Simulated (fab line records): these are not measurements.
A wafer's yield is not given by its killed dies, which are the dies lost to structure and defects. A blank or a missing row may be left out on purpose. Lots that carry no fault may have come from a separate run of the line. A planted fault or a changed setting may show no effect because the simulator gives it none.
Matching of chambers / flow nand harc / rie diel-03 running NHARC_A_STAIRCASE_DESCUM_291: 4 sister chambers
The step chemistry O2, time 3 s. 7 wafers are shown with their chamber, then 7 later ones without.

## WAFERS WITH THEIR CHAMBER
wafer=L077.3; chamber=1; showerhead plenum p Torr (Torr)=1.76; oes product au (a.u.)=0.990
wafer=L079.6; chamber=0; showerhead plenum p Torr (Torr)=1.92; oes product au (a.u.)=0.986
wafer=L083.2; chamber=3; showerhead plenum p Torr (Torr)=1.87; oes product au (a.u.)=0.997
wafer=L083.3; chamber=0; showerhead plenum p Torr (Torr)=1.91; oes product au (a.u.)=0.977
wafer=L083.4; chamber=2; showerhead plenum p Torr (Torr)=1.90; oes product au (a.u.)=1.005
wafer=L086.1; chamber=2; showerhead plenum p Torr (Torr)=1.90; oes product au (a.u.)=0.992
wafer=L086.2; chamber=3; showerhead plenum p Torr (Torr)=1.87; oes product au (a.u.)=0.990

## WAFERS MISSING THEIR CHAMBER
wafer=L086.5; showerhead plenum p Torr (Torr)=1.91; oes product au (a.u.)=0.983
wafer=L089.3; showerhead plenum p Torr (Torr)=1.86; oes product au (a.u.)=1.003
wafer=L089.4; showerhead plenum p Torr (Torr)=1.91; oes product au (a.u.)=0.979
wafer=L089.6; showerhead plenum p Torr (Torr)=1.89; oes product au (a.u.)=0.999
wafer=L091.1; showerhead plenum p Torr (Torr)=2.07; oes product au (a.u.)=0.989
wafer=L091.2; showerhead plenum p Torr (Torr)=1.86; oes product au (a.u.)=1.005
wafer=L091.3; showerhead plenum p Torr (Torr)=1.91; oes product au (a.u.)=0.983

## WHICH CHAMBER EACH ONE RAN IN
wafer=L086.5; from the rows above=0; in truth=0
wafer=L089.3; from the rows above=3; in truth=3
wafer=L089.4; from the rows above=0; in truth=0
wafer=L089.6; from the rows above=2; in truth=2
wafer=L091.1; from the rows above=0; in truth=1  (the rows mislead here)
wafer=L091.2; from the rows above=3; in truth=3
wafer=L091.3; from the rows above=0; in truth=0
6 of 7 placed correctly. From these rows, 0 cannot be placed. Placed wrongly: 1.
How it was worked out, from the rows above alone: a wafer's distance from a chamber is the root of the sum, over the readings, of the square of ((its reading less the chamber's mean) divided by the reading's scatter). If the next closest chamber is less than 2 further off than the closest, the wafer can't be placed; otherwise it belongs to the closest. For every chamber, the mean is computed from those of its wafers that are shown. The scatter: take each reading less its chamber's mean, square it, sum over the shown wafers, divide by the number of wafers less the number of chambers, and take the root.
